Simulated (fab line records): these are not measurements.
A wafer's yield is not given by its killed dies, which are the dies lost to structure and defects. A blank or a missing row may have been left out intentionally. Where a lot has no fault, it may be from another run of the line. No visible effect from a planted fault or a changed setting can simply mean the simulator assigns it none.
Which tool did it? | flow n5 finfet | at 1 step of a route of 1938, 10 lots with 28 wafers sampled

## WHAT THE GAUGES SHOWED, per wafer
N5_BEOL_M5_THK_MEAS_53: measures by xrf.
lot  | measured     | on            | M5_THK (nm)
L449 | day 8 18:17  | film metro-02 | 57.4 63.9 60.1
L451 | day 8 21:14  | film metro-02 | 58.5 59.2 58.3
L454 | day 9 17:14  | film metro-02 | 60.7 58.9 63.8
L453 | day 9 18:28  | film metro-02 | 59.4 62.3 56.4
L457 | day 10 11:41 | film metro-02 | 57.1 58.6
L456 | day 10 12:09 | film metro-02 | 62.8 60.8 61.9
L458 | day 10 19:19 | film metro-02 | 61.4 62.0 63.1
L460 | day 11 10:28 | film metro-01 | 62.2 58.1
L462 | day 12 01:17 | film metro-01 | 64.2 59.7 56.8
L464 | day 12 11:39 | film metro-02 | 59.5 60.2 60.4

## WHAT TOOL EACH LOT RAN ON (gives the tool, then ch and the chambers of the sampled wafers, and finally the start)
No process step before these readings appears in the record.

## THE ANSWER, worked out from the rows above alone
Rule: the usual values come from the lots themselves. Put in order of their means at a reading, lots are off if they are a third of the lots or fewer, leave a main group of 4 or more, and stand apart from it by a gap of 3 or more times the standard deviation of the main group's means; of several such gaps the widest counts. A main group whose means are all the same, to the digits that the tables above print for the reading, isn't used. A lot without any number at a reading at which 4 lots or more have one is off too. All remaining lots with rows at the step are treated as sound.
No lot is off at any reading shown: from this, nothing can be told.

## WHAT WAS PUT IN BY THE SIMULATOR
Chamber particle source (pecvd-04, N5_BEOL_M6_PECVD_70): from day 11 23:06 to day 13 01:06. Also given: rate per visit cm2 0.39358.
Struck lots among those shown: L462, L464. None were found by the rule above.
